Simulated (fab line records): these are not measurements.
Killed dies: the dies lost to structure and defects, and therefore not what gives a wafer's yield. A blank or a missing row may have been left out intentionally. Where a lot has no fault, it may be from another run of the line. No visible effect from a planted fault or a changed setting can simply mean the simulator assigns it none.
Check of tool commonality || flow nand-harc || Sampled: 13 lots, 39 wafers

REASON IT WAS OPENED
Flagged at NHARC_P_STI_INSPECT_11: reading raw-defect-count, on 3 of 13 lots. No-fault wafers: 5.6, standard deviation 2.5.
Rule: flag the lot when none of its wafers has a number, or when each of its wafers that has one lies beyond 4 standard deviations from that mean. As for the other lots, they are considered sound.

{"lot": "L738", "measured": "day 4 21:44", "on": "defect-inspect-02", "raw-defect-count, wafer by wafer": "4 4 10", "flag": ""}
{"lot": "L739", "measured": "day 5 07:12", "on": "defect-inspect-01", "raw-defect-count, wafer by wafer": "8 11 7", "flag": ""}
{"lot": "L740", "measured": "day 5 18:01", "on": "defect-inspect-02", "raw-defect-count, wafer by wafer": "7 5 6", "flag": ""}
{"lot": "L741", "measured": "day 6 03:39", "on": "defect-inspect-02", "raw-defect-count, wafer by wafer": "6 6 7", "flag": ""}
{"lot": "L742", "measured": "day 6 14:48", "on": "defect-inspect-01", "raw-defect-count, wafer by wafer": "3 6 13", "flag": ""}
{"lot": "L743", "measured": "day 6 23:52", "on": "defect-inspect-01", "raw-defect-count, wafer by wafer": "9 2 6", "flag": ""}
{"lot": "L745", "measured": "day 7 20:53", "on": "defect-inspect-02", "raw-defect-count, wafer by wafer": "4 3 7", "flag": ""}
{"lot": "L746", "measured": "day 8 06:56", "on": "defect-inspect-02", "raw-defect-count, wafer by wafer": "11 15 4", "flag": ""}
{"lot": "L747", "measured": "day 8 18:09", "on": "defect-inspect-02", "raw-defect-count, wafer by wafer": "2 6 3", "flag": ""}
{"lot": "L753", "measured": "day 11 03:29", "on": "defect-inspect-01", "raw-defect-count, wafer by wafer": "33 26 43", "flag": "FLAGGED"}
{"lot": "L754", "measured": "day 11 14:29", "on": "defect-inspect-02", "raw-defect-count, wafer by wafer": "37 30 28", "flag": "FLAGGED"}
{"lot": "L755", "measured": "day 11 22:44", "on": "defect-inspect-01", "raw-defect-count, wafer by wafer": "33 35 31", "flag": "FLAGGED"}
{"lot": "L756", "measured": "day 12 10:28", "on": "defect-inspect-02", "raw-defect-count, wafer by wafer": "4 5 8", "flag": ""}
The numbers of the flagged lots are 32.9 on average: +27.3 against the usual, or +11 standard deviations.

WHICH TOOL RAN EACH LOT
The record holds 2 process steps before the reading, out of a route of 1302 steps. In each cell: the tool, then ch and the chambers that the sampled wafers went through, then the start.
{"lot": "L738", "flag": "", "NHARC_P_ZERO_WELL_RTA_42": "rtp-anneal-02 ch 0, day 4 05:10", "NHARC_P_STI_OXIDE_29": "furnace-07 ch 0, day 4 10:21"}
{"lot": "L739", "flag": "", "NHARC_P_ZERO_WELL_RTA_42": "rtp-anneal-01 ch 0, day 4 15:01", "NHARC_P_STI_OXIDE_29": "furnace-08 ch 0, day 4 20:01"}
{"lot": "L740", "flag": "", "NHARC_P_ZERO_WELL_RTA_42": "rtp-anneal-01 ch 0, day 5 01:02", "NHARC_P_STI_OXIDE_29": "furnace-03 ch 0, day 5 04:51"}
{"lot": "L741", "flag": "", "NHARC_P_ZERO_WELL_RTA_42": "rtp-anneal-01 ch 0, day 5 10:54", "NHARC_P_STI_OXIDE_29": "furnace-08 ch 0, day 5 16:16"}
{"lot": "L742", "flag": "", "NHARC_P_ZERO_WELL_RTA_42": "rtp-anneal-02 ch 0, day 5 20:55", "NHARC_P_STI_OXIDE_29": "furnace-07 ch 0, day 6 03:26"}
{"lot": "L743", "flag": "", "NHARC_P_ZERO_WELL_RTA_42": "rtp-anneal-01 ch 0, day 6 06:53", "NHARC_P_STI_OXIDE_29": "furnace-03 ch 0, day 6 12:34"}
{"lot": "L745", "flag": "", "NHARC_P_ZERO_WELL_RTA_42": "rtp-anneal-01 ch 0, day 7 05:22", "NHARC_P_STI_OXIDE_29": "furnace-08 ch 0, day 7 09:29"}
{"lot": "L746", "flag": "", "NHARC_P_ZERO_WELL_RTA_42": "rtp-anneal-02 ch 0, day 7 12:56", "NHARC_P_STI_OXIDE_29": "furnace-03 ch 0, day 7 19:41"}
{"lot": "L747", "flag": "", "NHARC_P_ZERO_WELL_RTA_42": "rtp-anneal-02 ch 0, day 7 22:46", "NHARC_P_STI_OXIDE_29": "furnace-03 ch 0, day 8 06:42"}
{"lot": "L753", "flag": "FLAGGED", "NHARC_P_ZERO_WELL_RTA_42": "rtp-anneal-01 ch 0, day 10 11:04", "NHARC_P_STI_OXIDE_29": "furnace-03 ch 0, day 10 16:06"}
{"lot": "L754", "flag": "FLAGGED", "NHARC_P_ZERO_WELL_RTA_42": "rtp-anneal-02 ch 0, day 10 23:13", "NHARC_P_STI_OXIDE_29": "furnace-03 ch 0, day 11 03:08"}
{"lot": "L755", "flag": "FLAGGED", "NHARC_P_ZERO_WELL_RTA_42": "rtp-anneal-01 ch 0, day 11 07:17", "NHARC_P_STI_OXIDE_29": "furnace-03 ch 0, day 11 11:20"}
{"lot": "L756", "flag": "", "NHARC_P_ZERO_WELL_RTA_42": "rtp-anneal-02 ch 0, day 11 16:56", "NHARC_P_STI_OXIDE_29": "furnace-08 ch 0, day 11 23:09"}
What is done by these steps:
- NHARC_P_ZERO_WELL_RTA_42: time 300 s.
- NHARC_P_STI_OXIDE_29: material SiO2, target thk 10 nm, ox time 1362 s.
- NHARC_P_STI_INSPECT_11

FLAGGED AGAINST TOTAL, ONE TOOL AT A TIME (gauges that did the reading follow at the end)
{"step": "NHARC_P_ZERO_WELL_RTA_42", "tool": "rtp-anneal-01", "lots run": 7, "flagged": 2, "share of the flagged lots": "some", "sound lots run after its first flagged lot": 0}
{"step": "NHARC_P_ZERO_WELL_RTA_42", "tool": "rtp-anneal-02", "lots run": 6, "flagged": 1, "share of the flagged lots": "some", "sound lots run after its first flagged lot": "1 (L756)"}
{"step": "NHARC_P_STI_OXIDE_29", "tool": "furnace-03", "lots run": 7, "flagged": 3, "share of the flagged lots": "all", "sound lots run after its first flagged lot": 0}
{"step": "NHARC_P_STI_OXIDE_29", "tool": "furnace-07", "lots run": 2, "flagged": 0, "share of the flagged lots": "none", "sound lots run after its first flagged lot": "-"}
{"step": "NHARC_P_STI_OXIDE_29", "tool": "furnace-08", "lots run": 4, "flagged": 0, "share of the flagged lots": "none", "sound lots run after its first flagged lot": "-"}
{"step": "NHARC_P_STI_INSPECT_11", "tool": "defect-inspect-01", "lots run": 5, "flagged": 2, "share of the flagged lots": "some", "sound lots run after its first flagged lot": 0}
{"step": "NHARC_P_STI_INSPECT_11", "tool": "defect-inspect-02", "lots run": 8, "flagged": 1, "share of the flagged lots": "some", "sound lots run after its first flagged lot": "1 (L756)"}

THE TABLE: WHAT IT ALLOWS
Rows of the table that ran each flagged lot: 1, that is furnace-03 at NHARC_P_STI_OXIDE_29.
- furnace-03 at NHARC_P_STI_OXIDE_29: 3 of its 7 lots flagged. Its last sound lot is L747 (day 8 06:42), its first flagged lot L753 (day 10 16:06): a fault that began between those two fits.
Just one tool remains: furnace-03 at NHARC_P_STI_OXIDE_29.

WHAT THE SIMULATOR HAD PUT IN
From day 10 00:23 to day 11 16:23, furnace-03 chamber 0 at NHARC_P_STI_OXIDE_29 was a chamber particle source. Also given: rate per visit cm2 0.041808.
Struck lots among those shown: L753, L754, L755. The rule given above showed the same thing.
